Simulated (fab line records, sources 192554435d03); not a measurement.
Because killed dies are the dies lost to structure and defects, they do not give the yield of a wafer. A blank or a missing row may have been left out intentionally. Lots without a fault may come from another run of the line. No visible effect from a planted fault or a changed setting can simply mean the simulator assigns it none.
Which tool was responsible?    flow n5 finfet    Sampling: 12 lots, 36 wafers, 3 of 1938 route steps

== WHAT THE GAUGES READ, wafer by wafer ==
N5_SDB_INSPECT_13: inspects for defects (brightfield).
lot   measured     on                 raw defect count
L075  day 3 23:57  defect inspect-02  45 55 49
L077  day 4 17:55  defect inspect-01  99 100 62
L079  day 5 00:44  defect inspect-01  34 83 34
L081  day 5 15:19  defect inspect-01  59 66 90
L083  day 6 03:35  defect inspect-02  47 42 48
L085  day 6 19:59  defect inspect-02  95 136 212
L087  day 7 04:35  defect inspect-01  121 176 181
L089  day 7 11:44  defect inspect-01  99 104 209
L091  day 7 22:02  defect inspect-01  89 91 82
L093  day 8 13:05  defect inspect-02  97 46 60
L095  day 9 06:40  defect inspect-02  28 33 50
L097  day 9 12:24  defect inspect-02  97 71 54

== WHICH TOOL RAN EACH LOT (tool, then ch and the chambers of the sampled wafers, then the start) ==
lot   N5_SD_EPI_N_VAPOR_ETCH_50       N5_SDB_HM_DEP_00
L075  epi rpcvd-02 ch 0, day 3 09:21  pecvd-04 ch 0,1, day 3 23:19
L077  epi rpcvd-03 ch 0, day 4 00:32  pecvd-04 ch 0,2, day 4 17:32
L079  epi rpcvd-02 ch 0, day 4 08:03  pecvd-02 ch 1,2, day 5 00:22
L081  epi rpcvd-02 ch 0, day 5 00:50  pecvd-04 ch 0,1,2, day 5 14:56
L083  epi rpcvd-01 ch 0, day 5 13:15  pecvd-03 ch 0,1,2, day 6 03:05
L085  epi rpcvd-01 ch 0, day 6 04:56  pecvd-04 ch 0,1,2, day 6 19:30
L087  epi rpcvd-02 ch 0, day 6 12:46  pecvd-03 ch 1,2, day 7 04:11
L089  epi rpcvd-03 ch 0, day 6 20:23  pecvd-04 ch 1,2, day 7 11:13
L091  epi rpcvd-01 ch 0, day 7 06:50  pecvd-03 ch 0,1, day 7 21:39
L093  epi rpcvd-01 ch 0, day 7 20:46  pecvd-03 ch 1,2, day 8 12:43
L095  epi rpcvd-03 ch 0, day 8 16:08  pecvd-03 ch 0,1,2, day 9 06:10
L097  epi rpcvd-03 ch 0, day 8 20:51  pecvd-03 ch 1, day 9 11:59
- N5_SD_EPI_N_VAPOR_ETCH_50: etches Si in HCl, time 54 s.
- N5_SDB_HM_DEP_00: deposits SiNx from SiH4/NH3/N2, target thk 40 nm, time 35.3 s.

== THE ANSWER, worked out from the rows above alone ==
Rule: the lots themselves supply what counts as usual. The widest of any qualifying gaps counts: lots, ordered by their means at a reading, are off when they make up no more than a third of the lots, leave a main group of 4 or more, and stand apart from it by 3 or more times the standard deviation of that group's means. A main group whose means are all the same, to the digits that the tables above print for the reading, isn't used. A lot without any number at a reading at which 4 lots or more have one is off too. Where the step has rows for the other lots, those lots are counted as sound.
Across all readings shown, no lot is off: no conclusion can be drawn from this.

== WHAT THE SIMULATOR PUT IN ==
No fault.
